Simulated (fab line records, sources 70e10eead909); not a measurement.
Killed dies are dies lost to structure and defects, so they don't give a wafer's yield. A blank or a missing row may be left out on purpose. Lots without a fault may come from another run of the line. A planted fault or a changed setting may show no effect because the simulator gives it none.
Chamber matching | flow nand_harc | NHARC_A_STAIRCASE_ALD_415 on ald_hk-03: 4 sister chambers
The step deposits SiO2, target thk 30 nm, pulse time 6 s, ald cycles 300. 18 wafers are shown with their chamber, then 9 later ones without.

WAFERS WITH THEIR CHAMBER
wafer  | chamber | heater_power_w (W) | precursor_pulse_height_rel
L077.3 | 3       | 380                | 0.996
L077.5 | 0       | 441                | 0.976
L077.6 | 1       | 500                | 0.975
L083.2 | 1       | 515                | 0.988
L083.5 | 3       | 379                | 1.008
L083.6 | 2       | 448                | 1.012
L085.1 | 2       | 448                | 0.994
L085.2 | 3       | 371                | 0.979
L085.3 | 0       | 447                | 0.988
L085.4 | 1       | 500                | 1.013
L085.5 | 1       | 510                | 1.009
L085.6 | 0       | 435                | 0.965
L087.2 | 0       | 439                | 0.992
L087.3 | 1       | 500                | 1.007
L087.6 | 3       | 384                | 1.016
L088.1 | 1       | 511                | 0.984
L088.2 | 0       | 448                | 1.045
L088.4 | 2       | 440                | 0.983

SIGNATURES (means of the wafers above)
reading                    | chamber 0 | chamber 1 | chamber 2 | chamber 3 | scatter within a chamber
heater_power_w             | 442.00    | 506.00    | 445.33    | 378.50    | 5.87
precursor_pulse_height_rel | 0.99320   | 0.99600   | 0.99633   | 0.99975   | 0.0211
Rule: a wafer's distance from a chamber is the root of the sum, over the readings, of the square of ((its reading less the chamber's mean) divided by the reading's scatter). The wafer belongs to the nearest chamber; if the next one is less than 2 further off, it can't be placed. The scatter: the root of (the sum of the squares of (reading less its chamber's mean) over the shown wafers, divided by (wafers less chambers)).

WAFERS WITHOUT THEIR CHAMBER
wafer  | heater_power_w (W) | precursor_pulse_height_rel
L091.3 | 442                | 1.009
L091.4 | 458                | 1.004
L091.6 | 504                | 0.996
L093.4 | 481                | 1.026
L093.5 | 501                | 0.974
L093.6 | 458                | 1.003
L097.2 | 496                | 1.001
L097.4 | 364                | 1.008
L097.6 | 452                | 0.996

WHICH CHAMBER EACH WENT THROUGH
wafer  | from the rows above     | in truth
L091.3 | can't be placed: 0 or 2 | 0
L091.4 | can't be placed: 2 or 0 | 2
L091.6 | 1                       | 1
L093.4 | can't be placed: 1 or 2 | 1
L093.5 | 1                       | 1
L093.6 | can't be placed: 2 or 0 | 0
L097.2 | 1                       | 1
L097.4 | 3                       | 3
L097.6 | can't be placed: 2 or 0 | 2
Placed correctly: 4 of 9. Can't be placed from these rows: 5 (the true chamber is among the candidates in 5). Placed wrongly: 0.
